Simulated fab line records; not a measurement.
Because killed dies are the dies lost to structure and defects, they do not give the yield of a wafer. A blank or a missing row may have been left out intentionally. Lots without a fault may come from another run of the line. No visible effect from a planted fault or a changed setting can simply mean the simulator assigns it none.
A lot that was struck, set against a sound lot + flow nand-harc + 17 out of 1302 route steps
Sound: the wafers L152.2, L152.5, L152.6. Wafers struck: L165.1, L165.2, L165.6. At the end, the cause is stated.
Each step with rows lists, per side, the tool, then ch with its chambers, then its first start. Under that, the readings that differ: sound wafers + struck wafers + difference of the means + sigmas: that difference in standard deviations of wafers without a fault.
alike: readings whose means differ by less than 2 such deviations, and words and numbers that are the same on both sides. not compared: withheld readings, readings that some wafer has no value for, bounds like >300 that may hide the same value, and numbers for which the record gives no deviation and whose values overlap.
A row with sigmas, a row that says differs or no value, or rows on one side alone: a step with any of these is where the two part. Numbers that don't overlap but have no deviation are shown without sigmas and don't part them. A reading missing from all wafers of one side parts the sides only when that side holds two or more wafers.

NHARC_P_BONDPAD_ACTIVATE_29: chemistry N2, time 60 s.
  sound on rie-diel-03 ch 0,1,3, day 8 06:50; struck on rie-diel-03 ch 0,1,3, day 13 23:22
  alike: drypump-motor-current-A, oes-product-au, rf-vpp-V, showerhead-plenum-p-Torr
  not compared: rf-hours-counter-h
then, 2 steps without rows for these wafers: NHARC_P_BONDPAD_PRECLEAN_30 (cleans in DIW, time 300 s); NHARC_P_BONDPAD_SRD_31 (time 30 s, dry time 20 s).
NHARC_A_START_INSPECT_01:
  sound: defect-inspect-01 at day 8 07:13; struck: defect-inspect-02 at day 13 23:46
  alike: raw-defect-count
then, 8 steps without rows for these wafers: NHARC_A_ZERO_WELL_PRECLEAN_00 (cleans in SPM, time 600 s); NHARC_A_ZERO_WELL_SRD_01; NHARC_A_ZERO_WELL_DEHYDRATE_02 (time 120 s); NHARC_A_ZERO_WELL_HMDS_03 (time 30 s); NHARC_A_ZERO_WELL_COAT_18 (time 65 s); NHARC_A_ZERO_WELL_COAT_04 (resist thk 600 nm); NHARC_A_ZERO_WELL_SOFTBAKE_05 (time 70 s); NHARC_A_ZERO_WELL_EBR_06.
NHARC_A_ZERO_WELL_EXPOSE_07: exposes mask A ZERO.
  sound on krf-scanner-04 ch 0, day 8 07:47; struck on krf-scanner-04 ch 0, day 14 00:28
| reading              | sound             | struck            | difference | sigmas |
|----------------------|-------------------|-------------------|------------|--------|
| exposure-dose-mJ-cm2 | 34.21 34.16 34.19 | 41.26 41.30 41.31 | +7.10      | +39    |
  alike: mask
then, 2 steps without rows for these wafers: NHARC_A_ZERO_WELL_PEB_08 (peb time 80 s); NHARC_A_ZERO_WELL_DEVELOP_09 (time 50 s).
NHARC_A_ZERO_WELL_CD_MEAS_10: target cd 2000 nm.
  sound on cd-sem-03 ch 0, day 8 07:56; struck on cd-sem-02 ch 0, day 14 00:37
| reading    | sound                | struck               | difference | sigmas |
|------------|----------------------|----------------------|------------|--------|
| cd-nm (nm) | 1997.0 1996.5 1999.0 | 2003.9 2004.1 2004.4 | +6.6       | +4     |
  not compared: hold
after that, 1 step had no rows for these wafers: NHARC_END_SORT_01.

== WHERE THEY PART ==
First at NHARC_A_ZERO_WELL_EXPOSE_07; last, within this record, at NHARC_A_ZERO_WELL_CD_MEAS_10.

WHY: what had been put in by the simulator
Process parameter drift: krf-scanner-04, from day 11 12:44 on, at NHARC_A_ZERO_WELL_EXPOSE_07. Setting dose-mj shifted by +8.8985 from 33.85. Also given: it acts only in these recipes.
